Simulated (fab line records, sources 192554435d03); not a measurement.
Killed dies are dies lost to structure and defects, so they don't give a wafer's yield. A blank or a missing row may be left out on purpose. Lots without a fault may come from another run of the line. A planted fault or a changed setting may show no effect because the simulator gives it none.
One fault seen from 3 desks | flow n5_finfet | each desk has only its own numbers; what lay behind them comes last

THE TOOL OWNER'S DESK: rie_diel-03
The tool's own readings at N5_BEOL_M12_ETCH_38 (etches SiCN in CF4/N2, target depth 68.7 nm, time 73.4 s): means of the sampled wafers that have a number, for each lot that ran on this tool. A lot is out of limits, marked OUT, if its mean lies more than 4 standard deviations from the usual mean; the brackets give that distance.
Columns: A = drypump_motor_current_A at N5_BEOL_M12_ETCH_38, usual 5.7 A; B = oes_product_au at N5_BEOL_M12_ETCH_38, usual 0.81 a.u.; C = rf_vpp_V at N5_BEOL_M12_ETCH_38, usual 383.0 V; D = showerhead_plenum_p_Torr at N5_BEOL_M12_ETCH_38, usual 2.23 Torr; E = throttle_valve_pct at N5_BEOL_M12_ETCH_38, usual 15.47 %
lot  | first seen here | A   | B    | C     | D    | E
L804 | day 13 15:14    | 5.6 | 0.94 | 385.4 | 2.31 | 15.26
L812 | day 14 13:22    | 5.8 | 0.89 | 384.2 | 2.30 | 15.45
L811 | day 15 02:38    | 5.8 | 0.94 | 384.2 | 2.27 | 15.52
This desk's finding: nothing out of limits on any of the 3 lots.

THE METROLOGY DESK
What the gauges read, lot by lot, whatever tool the lot ran on: means of the sampled wafers that have a number. A lot is out of limits, marked OUT, if its mean lies more than 4 standard deviations from the usual mean; the brackets give that distance.
Columns: A = cd_nm at N5_BEOL_M12_CD_MEAS_28, usual 160.1 nm; B = M12_OVL at N5_BEOL_M12_OVL_MEAS_29, usual 2 nm; C = trench_depth_nm at N5_BEOL_M12_OCD_MEAS_35, usual 318 nm; D = M12_THK at N5_BEOL_M12_THK_MEAS_50, usual 323 nm
lot  | first seen here | A     | B  | C   | D
L808 | day 13 05:37    | 159.2 | 3  | 318 | 326
L804 | day 13 12:07    | 159.8 | -4 | 313 | 321
L812 | day 14 12:27    | 161.9 | 5  | 314 | 318
L811 | day 15 00:16    | 159.8 | 6  | 320 | 326
L818 | day 16 06:19    | 161.5 | 3  | 313 | 319
L822 | day 17 14:53    | 158.6 | -2 | 322 | 323
This desk's finding: nothing out of limits on any of the 6 lots.

THE DEFECT DESK
What the inspections along the route counted, lot by lot: means of the sampled wafers that have a number. A lot is out of limits, marked OUT, if its mean lies more than 4 standard deviations from the usual mean; the brackets give that distance.
Columns: A = raw_defect_count at N5_BEOL_M12_INSPECT_30, usual 2.1
lot  | first seen here | A
L808 | day 13 05:40    | 2.7
L804 | day 13 12:10    | 3.7
L812 | day 14 12:30    | 2.0
L811 | day 15 00:20    | 3.5
L818 | day 16 06:22    | 3.3
L822 | day 17 14:56    | 3.3
This desk's finding: nothing out of limits on any of the 6 lots.

PUT TOGETHER
The tool owner's desk saw nothing out of limits.
The metrology desk saw nothing out of limits.
The defect desk saw nothing out of limits.

WHAT THE SIMULATOR HAD PUT IN
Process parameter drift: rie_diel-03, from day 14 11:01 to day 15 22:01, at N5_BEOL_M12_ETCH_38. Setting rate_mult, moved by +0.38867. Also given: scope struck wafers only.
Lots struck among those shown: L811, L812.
